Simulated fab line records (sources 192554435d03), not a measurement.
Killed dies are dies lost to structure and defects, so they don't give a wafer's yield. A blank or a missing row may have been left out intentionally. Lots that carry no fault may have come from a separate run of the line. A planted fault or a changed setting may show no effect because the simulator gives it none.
fab line records	flow n5Finfet
[record] lots = 10	wafers = 30	lastDay = 18
route steps=1938 shown BEOL_M15@1812 PASSIVATION@1936
lots with no fault: from the same line, run without faults
startH: hours from the record's first day to the start of the lot's first wafer shown	waitH: time in hours since the lot's previous step	" identical to the entry in the row above	L1.1+2: one row covering several wafers at once	- no value present, or no start provided	* or withheld: withheld	< > ~ a bound
route shown NAME@n: NAME is a module with steps in the file, n the number in the route of the first one	usual: the fault-free wafers' mean and standard deviation	same: alike in all rows	chamber/n: place in a boat	sites: readings site by site	_std_site: how widely they spread, as a standard deviation	_edge_site: mean of outer sites minus mean of inner sites	radiusMm: how far each site lies from the wafer's centre	mask NAME#n: copy n	behind: tool/chamber where the wafer was last shaped	hold: why the lot went on hold/how many hours it stayed there/how the hold came to an end	device: transistor that didn't switch, given as n, p or np	end of line: tests of these same wafers at the route's end	step lacking rows: just its recipe	killed: count of dies lost to structure and defects at first sort (not the wafer's yield)	map: per-die view of a wafer (x killed, . not killed, _ where there is no die)
set.NAME: setting as actually run; set.NAME@STEP: the setting as run at that earlier step	model.NAME: the simulator's own value behind a step, which no gauge read
one table for each step of the route and one row for each wafer, over a sample of lots
services: the hour from which a tool's chamber was out of use, counted from the record's first day as startH (under 0 if before that day), plus the number of hours and why
[[steps]]
[step N5_BEOL_M15_STRIP_62]
[recipe] chemistry = O2	powerW = 600	tempC = 60	pressureMtorr = 30	rfFrequencyHz = 6e+07	biasPowerW = 0	overashFraction = 0.3	o2FlowSccm = 225
[usual] drypumpMotorCurrentA = 5.37/0.28	oesProductAu = 0.82/0.097	rfVppV = 3.6/0.46	showerheadPlenumPTorr = 2.10/0.048	tempC = 59.99/0.11	throttleValvePct = 16.58/0.22
lot.wafer	tool	chamber	startH	waitH	drypumpMotorCurrentA	oesProductAu	rfHoursCounterH	rfVppV	showerheadPlenumPTorr	tempC	throttleValvePct
L971.2	rieDiel-05	2	-	-	5.70	0.88	31	3.6	2.13	60.13	16.34
L971.4	"	3	"	"	5.27	0.72	187	3.5	2.08	59.88	16.78
L971.5	"	0	"	"	5.00	0.96	-	4.5	2.12	59.91	16.49
L972.1	rieDiel-05	1	-	-	5.42	0.88	50	2.9	2.05	60.12	16.29
L972.4	"	0	"	"	5.04	0.96	15	3.1	2.12	60.30	16.49
L972.5	"	2	"	"	5.69	0.88	-	4.6	2.13	59.95	16.33
L973.3	rieDiel-06	1	-	-	5.43	0.89	25	3.7	2.13	59.94	16.39
L973.5	"	0	"	"	5.09	0.72	-	3.4	2.18	60.00	16.70
L973.6	"	3	"	"	5.34	0.69	-	3.5	2.08	60.09	16.91
L978.3	rieDiel-03	0	-	-	5.92	0.68	231	3.4	2.07	59.95	16.56
L978.5	"	2	"	"	5.27	0.92	-	4.0	2.07	60.06	16.49
L978.6	"	3	"	"	5.16	0.91	-	4.5	2.12	60.18	16.47
L976.2	rieDiel-06	3	-	-	5.32	0.68	207	3.2	2.08	59.89	16.92
L976.3	"	2	"	"	5.91	0.72	226	3.0	2.08	60.04	17.10
L976.5	"	0	"	"	5.09	0.71	-	2.9	2.18	60.02	16.71
L979.1	rieDiel-05	3	-	-	5.32	0.70	205	3.4	2.07	60.06	16.80
L979.2	"	1	"	"	5.46	0.86	69	2.9	2.04	60.01	16.33
L979.6	"	1	"	"	5.46	0.86	-	3.1	2.04	60.09	16.32
L980.1	rieDiel-06	1	-	-	5.44	0.88	38	3.1	2.12	59.94	16.43
L980.4	"	2	"	"	5.90	0.70	230	3.3	2.08	60.08	17.10
L980.5	"	3	"	"	5.34	0.68	-	3.6	2.08	59.87	16.94
L989.1	rieDiel-03	3	-	-	5.14	0.89	46	4.0	2.11	59.96	16.51
L989.3	"	2	"	"	5.28	0.86	40	4.2	2.06	60.01	16.52
L989.5	"	3	"	"	5.15	0.87	-	3.4	2.11	59.97	16.50
L990.1	rieDiel-05	2	-	-	5.69	0.83	64	3.5	2.12	60.25	16.40
L990.4	"	0	"	"	5.03	0.89	55	4.7	2.11	59.80	16.58
L990.5	"	0	"	"	5.03	0.89	-	4.0	2.11	59.89	16.58
L993.3	rieDiel-03	3	-	-	5.15	0.85	52	3.1	2.11	60.14	16.54
L993.5	"	1	"	"	5.27	0.73	-	3.3	2.20	60.05	16.73
L993.6	"	2	"	"	5.24	0.84	-	3.5	2.05	60.14	16.52
[step N5_BEOL_M15_STRIP_37]
[recipe] chemistry = O2	powerW = 600	tempC = 60	pressureMtorr = 30	rfFrequencyHz = 6e+07	biasPowerW = 0	overashFraction = 0.3	o2FlowSccm = 225
[usual] drypumpMotorCurrentA = 5.37/0.28	oesProductAu = 0.82/0.097	rfVppV = 3.6/0.77	showerheadPlenumPTorr = 2.10/0.048	tempC = 60.00/0.12	throttleValvePct = 16.58/0.22
lot.wafer	tool	chamber	startH	waitH	drypumpMotorCurrentA	oesProductAu	rfHoursCounterH	rfVppV	showerheadPlenumPTorr	tempC	throttleValvePct
L971.2	rieDiel-05	2	-	-	5.67	0.89	31	2.7	2.13	60.20	16.34
L971.4	"	3	"	"	5.31	0.72	187	4.4	2.08	59.94	16.77
L971.5	"	0	"	"	5.00	0.96	-	3.5	2.12	59.77	16.48
L972.1	rieDiel-05	1	-	-	5.45	0.89	50	4.1	2.05	60.01	16.30
L972.4	"	0	"	"	5.02	0.96	15	5.4	2.12	59.99	16.51
L972.5	"	2	"	"	5.67	0.88	-	4.2	2.13	60.12	16.33
L973.3	rieDiel-06	1	-	-	5.43	0.90	25	3.8	2.13	59.88	16.39
L973.5	"	0	"	"	5.07	0.73	-	2.1	2.18	59.84	16.69
L973.6	"	3	"	"	5.31	0.68	-	4.9	2.08	60.14	16.90
L978.3	rieDiel-03	0	-	-	5.94	0.69	231	4.5	2.07	60.02	16.54
L978.5	"	2	"	"	5.22	0.93	-	4.1	2.07	59.97	16.46
L978.6	"	3	"	"	5.16	0.92	-	3.2	2.12	60.09	16.47
L976.2	rieDiel-06	3	-	-	5.32	0.67	207	3.8	2.08	60.12	16.92
L976.3	"	2	"	"	5.88	0.71	226	3.9	2.08	60.04	17.10
L976.5	"	0	"	"	5.08	0.72	-	4.0	2.18	59.89	16.71
L979.1	rieDiel-05	3	-	-	5.33	0.70	205	3.6	2.07	60.20	16.80
L979.2	"	1	"	"	5.44	0.85	69	3.6	2.04	60.16	16.31
L979.6	"	1	"	"	5.45	0.86	-	3.1	2.04	60.04	16.34
L980.1	rieDiel-06	1	-	-	5.44	0.88	38	4.4	2.12	60.03	16.41
L980.4	"	2	"	"	5.87	0.71	230	3.8	2.08	59.76	17.09
L980.5	"	3	"	"	5.30	0.68	-	2.3	2.08	59.75	16.95
L989.1	rieDiel-03	3	-	-	5.14	0.86	46	4.3	2.11	59.86	16.51
L989.3	"	2	"	"	5.24	0.86	40	3.6	2.06	60.12	16.53
L989.5	"	3	"	"	5.15	0.87	-	3.5	2.11	59.87	16.54
L990.1	rieDiel-05	2	-	-	5.67	0.84	64	4.7	2.12	60.02	16.38
L990.4	"	0	"	"	5.02	0.90	55	3.3	2.11	60.13	16.59
L990.5	"	0	"	"	5.01	0.90	-	3.5	2.11	60.13	16.57
L993.3	rieDiel-03	3	-	-	5.12	0.86	52	3.5	2.11	60.07	16.53
L993.5	"	1	"	"	5.27	0.73	-	3.3	2.20	60.00	16.72
L993.6	"	2	"	"	5.28	0.86	-	3.1	2.05	60.00	16.55
[step N5_BEOL_M15_PRE_CLEAN_42]
[recipe] gas = H2/He	timeS = 30	tempC = 300
[usual] heaterPowerW = 474/44
lot.wafer	tool	chamber	startH	waitH	heaterPowerW
L971.2	pvdSputter-01	-	264.73	0.0	454
L971.4	"	-	"	"	451
L971.5	"	-	"	"	445
L972.1	pvdSputter-03	-	265.76	0.0	492
L972.4	"	-	"	"	467
L972.5	"	-	"	"	500
L973.3	pvdSputter-01	-	279.09	0.0	500
L973.5	"	-	"	"	463
L973.6	"	-	"	"	499
L978.3	pvdSputter-02	-	302.67	0.0	461
L978.5	"	-	"	"	509
L978.6	"	-	"	"	442
L976.2	pvdSputter-03	-	312.79	0.0	387
L976.3	"	-	"	"	481
L976.5	"	-	"	"	497
L979.1	pvdSputter-03	-	315.84	0.0	507
L979.2	"	-	"	"	477
L979.6	"	-	"	"	488
L980.1	pvdSputter-03	-	325.53	0.0	384
L980.4	"	-	"	"	507
L980.5	"	-	"	"	378
L989.1	pvdSputter-01	-	390.06	0.0	450
L989.3	"	-	"	"	494
L989.5	"	-	"	"	505
L990.1	pvdSputter-03	-	394.29	0.0	489
L990.4	"	-	"	"	495
L990.5	"	-	"	"	495
L993.3	pvdSputter-02	-	409.98	0.0	450
L993.5	"	-	"	"	501
L993.6	"	-	"	"	455
[step N5_BEOL_M15_CMP_49]
[recipe] stopOn = SiO2	tOverpolishS = 4.9	downForcePsi = 2	platenRpm = 80	clearingPlatenDownForcePsi = 2	clearingPlatenRpm = 80	postCmpClean = cuAlkaline	targetThkNm = 850	clearingPlatenPadVelocityMS = 1.5917	padVelocityMS = 1.5917
[usual] barrierFieldEndpointS = 11.41/0.26	clearingPlatenRpm = 80.00/0.039	headPressurePsi = 2.000/0.004	motorCurrentA = 7.9/0.58	overpolishRunS = 4.900/0.009
lot.wafer	tool	chamber	startH	waitH	barrierFieldEndpointS	clearingPlatenRpm	headPressurePsi	motorCurrentA	overpolishRunS
L971.4	cmp-04	1	265.89	0.2	11.55	80.03	1.998	7.4	4.906
L971.2	"	0	"	"	11.41	80.04	2.003	7.7	4.894
L971.5	"	1	"	"	11.33	80.02	1.999	7.4	4.915
L972.4	cmp-01	2	267.67	0.2	11.08	80.00	1.997	8.7	4.889
L972.1	"	3	"	"	11.36	80.01	1.998	7.2	4.907
L972.5	"	2	"	"	11.53	80.01	1.994	8.5	4.895
L973.3	cmp-04	2	280.32	0.5	11.10	79.96	2.006	8.1	4.900
L973.5	"	2	"	"	10.95	79.95	2.001	8.0	4.895
L973.6	"	3	"	"	11.26	79.95	2.011	8.1	4.888
L978.3	cmp-04	2	303.56	0.2	11.57	80.05	2.007	7.7	4.900
L978.6	"	2	"	"	11.47	80.04	2.003	7.9	4.910
L978.5	"	3	"	"	11.56	79.98	1.996	7.7	4.887
L976.2	cmp-04	2	313.65	0.2	13.10	79.99	1.813	7.4	4.875
L976.3	"	0	"	"	12.91	80.00	1.813	8.0	4.909
L976.5	"	2	"	"	13.23	79.99	1.805	7.1	4.906
L979.2	cmp-01	3	316.81	0.2	11.20	80.03	1.996	7.8	4.892
L979.1	"	1	"	"	11.29	79.96	2.000	7.8	4.895
L979.6	"	2	"	"	11.15	80.06	1.998	8.5	4.898
L980.4	cmp-04	0	326.39	0.1	12.35	80.06	1.822	8.1	4.905
L980.1	"	3	"	"	12.61	79.97	1.815	7.7	4.919
L980.5	"	0	"	"	12.55	80.05	1.819	7.5	4.898
L989.3	cmp-01	1	390.96	0.2	11.27	80.00	2.001	8.2	4.901
L989.1	"	2	"	"	11.03	79.99	1.997	8.3	4.899
L989.5	"	0	"	"	11.23	80.00	1.996	9.0	4.901
L990.4	cmp-01	3	395.50	0.2	11.61	79.96	1.998	7.7	4.884
L990.1	"	1	"	"	11.43	80.00	1.997	8.0	4.904
L990.5	"	3	"	"	11.49	79.99	1.994	7.6	4.887
L993.3	cmp-01	3	410.84	0.2	11.68	80.00	2.001	7.8	4.906
L993.6	"	3	"	"	11.63	80.05	2.004	7.5	4.901
L993.5	"	0	"	"	11.53	79.95	2.007	9.0	4.900
[step N5_PASSIVATION_PROBE_49]
[usual] defectLimitedYield = 91.3/1.4	killed_at_M0_to_M3 = 36/11	killed_at_M4_up = 13/5.2	killedAtContacts = 13/6.5	killedAtFrontEnd = 37/11	killedAtOther = 3.6/2.9	killedDies = 103/17	killedOpen = 68/12	killedShort = 33/7.3	sort_bin_4_leakage = 0.01/0.039	sort_bin_5_function = 5.2/0.91	sort_bin_6_memory = 3.2/0.67	sort_bin_8_speed = 0.00/0.0099	sortNPass = 1077/17	sortYieldPct = 91.3/1.4
[same] grossDies = 1180	killedAtBackSide = 0
lot.wafer	tool	chamber	startH	waitH	defectLimitedYield[%]	killed_at_M0_to_M3	killed_at_M4_up	killedAtContacts	killedAtFrontEnd	killedAtOther	killedDies	killedOpen	killedShort	sort_bin_4_leakage[%]	sort_bin_5_function[%]	sort_bin_6_memory[%]	sort_bin_8_speed[%]	sortNPass	sortYieldPct[%]
L973.3	prober-01	-	294.87	0.1	91.2	43	14	21	25	1	104	70	34	0	4.6	3.9	0	1076	91.2
L973.5	prober-01	-	294.97	0.2	92.8	45	7	12	18	3	85	64	21	0	4.2	2.8	0	1095	92.8
L973.6	prober-01	-	295.02	0.3	91.3	44	8	15	30	6	103	67	36	0	5.4	3.1	0	1077	91.3
// killed by level:class
L973.3 MOL_CONTACT_COAG:geometricParticle:open=17 BEOL_M3:geometricParticle:open=10 BEOL_M0_SAQP:geometricParticle:open=9 BEOL_M2:geometricParticle:open=7 FIN_SAQP:geometricParticle:short=6 BEOL_M0_SAQP:geometricParticle:short=6 STARTING-WAFER:geometricParticle:open=5 BEOL_M4:geometricParticle:open=5
L973.5 MOL_CONTACT_COAG:geometricParticle:open=11 BEOL_M2:geometricParticle:open=10 BEOL_M3:geometricParticle:open=9 BEOL_M0:geometricParticle:open=7 BEOL_M0_SAQP:geometricParticle:open=6 BEOL_M0_SAQP:geometricParticle:short=4 STARTING-WAFER:geometricParticle:open=4 STI_FIN_REVEAL:geometricParticle:open=3
L973.6 MOL_CONTACT_COAG:geometricParticle:open=13 BEOL_M0_SAQP:geometricParticle:short=13 BEOL_M3:geometricParticle:open=11 BEOL_M0_SAQP:geometricParticle:open=11 STI_FIN_REVEAL:geometricParticle:open=10 GATE_CUT:geometricParticle:short=5 BEOL_M2:geometricParticle:open=5 PASS1_CAP:geometricParticle:short=4
[[services]]
tool	chamber	startH	hours	kind
cmp-01	-	245.83	6.2	pm
rieDiel-03	2	249.30	-	clean
rieDiel-03	2	249.30	-	consumableReplace:focusRing
rieDiel-03	2	249.30	16.8	scheduledDown
rieDiel-03	2	249.30	16.8	ventCycle
rieDiel-03	-	252.99	2.8	pm
rieDiel-03	3	257.10	10.3	repair
rieDiel-03	0	275.51	4.4	repair
cmp-01	-	279.23	5.3	pm
rieDiel-03	-	281.98	0.1	repair
rieDiel-06	0	287.29	12.3	repair
rieDiel-05	2	295.07	17.0	repair
pvdSputter-01	-	306.96	5.3	repair
cmp-01	-	315.34	1.4	repair
rieDiel-05	2	316.07	4.0	repair
rieDiel-03	3	317.28	3.7	repair
pvdSputter-01	-	347.23	7.8	repair
cmp-01	-	348.93	0.4	repair
cmp-01	-	349.72	1.6	repair
cmp-01	-	355.40	3.8	repair
rieDiel-03	0	360.38	-	clean
pvdSputter-01	-	365.53	1.5	repair
rieDiel-05	1	370.48	4.3	repair
rieDiel-05	1	375.69	6.9	repair
[[key]]
[firstSign] step = N5_BEOL_M15_CMP_49	reading = headPressurePsi	direction = down	sigmas = 46	usual = 2.000	struck = 1.815
[effect] step = N5_BEOL_M15_CMP_49	reading = barrierFieldEndpointS	direction = up	sigmas = 5.3	usual = 11.41	struck = 12.79
metAt N5_BEOL_M15_CMP_49
struckLots L976,L980
notActingAt N5_BEOL_M15_STRIP_62,N5_BEOL_M15_STRIP_37,N5_BEOL_M15_PRE_CLEAN_42
onsetBetween 303.56 313.65
[fault] kind = processParameterDrift	tool = cmp-04	chamber = -	onsetH = 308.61	steps = N5_BEOL_M15_CMP_49	channel = downForcePsi	offset = -0.18353	shape = step	endH = 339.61	actsIn = theseRecipesOnly	stated = 2
